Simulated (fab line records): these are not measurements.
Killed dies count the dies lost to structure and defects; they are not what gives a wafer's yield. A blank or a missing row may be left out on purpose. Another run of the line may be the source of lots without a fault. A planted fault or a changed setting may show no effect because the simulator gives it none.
Chamber matching	flow n5_finfet	N5_SDB_ETCH_18 on rie_diel-01: 4 sister chambers
The step etches SOC in N2/H2, target depth 100 nm, overetch 20 nm, time 150 s. 4 wafers are shown with their chamber, then 10 later ones without.

WAFERS PAIRED WITH THEIR CHAMBERS
wafer	chamber	drypump_motor_current_A (A)
L087.5	2	5.3
L090.1	3	6.0
L092.1	0	6.3
L092.2	1	5.8

WAFERS WITH NO CHAMBER GIVEN
wafer	drypump_motor_current_A (A)
L092.4	5.3
L094.3	6.3
L094.4	5.8
L094.6	5.7
L095.2	6.3
L095.5	6.0
L095.6	5.3
L097.2	5.7
L097.4	5.3
L097.6	5.7

CHAMBER TAKEN BY EACH
wafer	from the rows above	in truth
L092.4	2	2
L094.3	0	0
L094.4	1	1
L094.6	1	1
L095.2	0	0
L095.5	3	3
L095.6	2	2
L097.2	1	1
L097.4	2	2
L097.6	1	1
Correctly placed: 10 of 10. Not placeable from these rows: 0. Number placed wrongly: 0.
How it was worked out, from the rows above alone: a wafer's distance from a chamber is the root of the sum, over the readings, of the square of ((its reading less the chamber's mean) divided by the reading's scatter). If the next closest chamber is less than 2 further off than the closest, the wafer can't be placed; otherwise it belongs to the closest. For every chamber, the mean is computed from those of its wafers that are shown. The scatter: root of mean squared gap, hidden wafer to nearest shown wafer, with one shown wafer a chamber.
